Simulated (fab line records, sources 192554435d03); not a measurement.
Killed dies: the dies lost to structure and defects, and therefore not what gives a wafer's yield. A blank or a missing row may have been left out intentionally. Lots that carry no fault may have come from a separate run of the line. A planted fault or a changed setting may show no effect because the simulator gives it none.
A single fault, viewed from 3 desks ; flow n5_finfet ; numbers are kept per desk, each desk with only its own; the story behind them comes last

== THE DEFECT DESK ==
For each lot, the counts of the inspections along the route, averaged over the sampled wafers that have a number. A lot is out of limits, marked OUT, if its mean lies more than 4 standard deviations from the usual mean; the brackets give that distance.
Columns: A = raw_defect_count at N5_GATE_CUT_INSPECT_26, usual 44
lot;first seen here;A
L690;day 5 08:49;47
L695;day 6 16:57;48
L698;day 7 10:54;32
L700;day 8 01:04;46
L701;day 8 02:10;33
L702;day 8 09:22;44
L703;day 8 17:25;62
L706;day 9 11:09;45
L707;day 9 19:01;31
L709;day 10 04:33;23
L710;day 10 14:07;28
Result from this desk: across the 11 lots, nothing is out of limits.

== TOOL OWNER'S DESK, ald_sin-02 ==
The tool's own readings at N5_GATE_CUT_ALD_22 (deposits SiNx, target thk 16 nm, pulse time 1 s, ald cycles 320): means of the sampled wafers that have a number, for each lot that ran on this tool. A lot is out of limits, marked OUT, if its mean lies more than 4 standard deviations from the usual mean; the brackets give that distance.
Columns: A = heater_power_w at N5_GATE_CUT_ALD_22, usual 856 W; B = precursor_pulse_height_rel at N5_GATE_CUT_ALD_22, usual 1.000
lot;first seen here;A;B
L700;day 7 22:32;854;1.019
L702;day 8 06:50;1002;1.011
L703;day 8 15:37;774;1.018
L706;day 9 08:37;764;0.998
L707;day 9 16:25;753;0.979
Result from this desk: across the 5 lots, nothing is out of limits.

== AT THE METROLOGY DESK ==
What the gauges read for every lot (on any tool): the sampled wafers with a number, averaged. A lot is out of limits, marked OUT, if its mean lies more than 4 standard deviations from the usual mean; the brackets give that distance. Shown here are 7 of its 10 readings, the ones lying furthest out on some lot.
Columns: A = DIBL_N at N5_BEOL_M4_RC_MEAS_101, usual 37.5 mV/V; B = DIBL_P at N5_BEOL_M4_RC_MEAS_101, usual 38 mV/V; C = IOFF_P at N5_BEOL_M4_RC_MEAS_101, usual 0.24 nA/um; D = ION_N at N5_BEOL_M4_RC_MEAS_101, usual 679 uA/um; E = ION_P at N5_BEOL_M4_RC_MEAS_101, usual 465 uA/um; F = SS_P at N5_BEOL_M4_RC_MEAS_101, usual 73.7 mV/dec; G = VT_P at N5_BEOL_M4_RC_MEAS_101, usual -249 mV
lot;first seen here;A;B;C;D;E;F;G
L690;day 8 20:26;35.4;36;0.20;664;458;72.7;-251
L695;day 10 21:11;36.7;37;0.20;660;457;73.5;-251
L698;day 11 12:04;39.3;41;0.32;693;472;73.9;-246
L700;day 11 17:02;36.8;35;0.26;693;479;73.0;-245
L702;day 11 18:23;39.4;43;0.32;688;469;74.8;-245
L701;day 11 19:13;36.9;37;0.23;666;464;73.6;-249
L703;day 11 23:17;37.1;38;0.22;684;468;73.9;-250
L706;day 13 00:18;36.5;35;0.22;676;464;73.5;-250
L707;day 13 22:40;40.5;38;0.26;684;465;73.8;-249
L709;day 14 00:07;36.6;38;0.22;676;463;73.9;-251
L710;day 14 05:08;36.3;38;0.23;683;466;73.6;-250
Result from this desk: across the 11 lots, nothing is out of limits.

== ALL TOGETHER ==
No out-of-limits result turned up at the defect desk.
The tool owner's desk saw nothing out of limits.
Metrology desk: nothing out of limits seen.

== WHAT WAS PUT IN BY THE SIMULATOR ==
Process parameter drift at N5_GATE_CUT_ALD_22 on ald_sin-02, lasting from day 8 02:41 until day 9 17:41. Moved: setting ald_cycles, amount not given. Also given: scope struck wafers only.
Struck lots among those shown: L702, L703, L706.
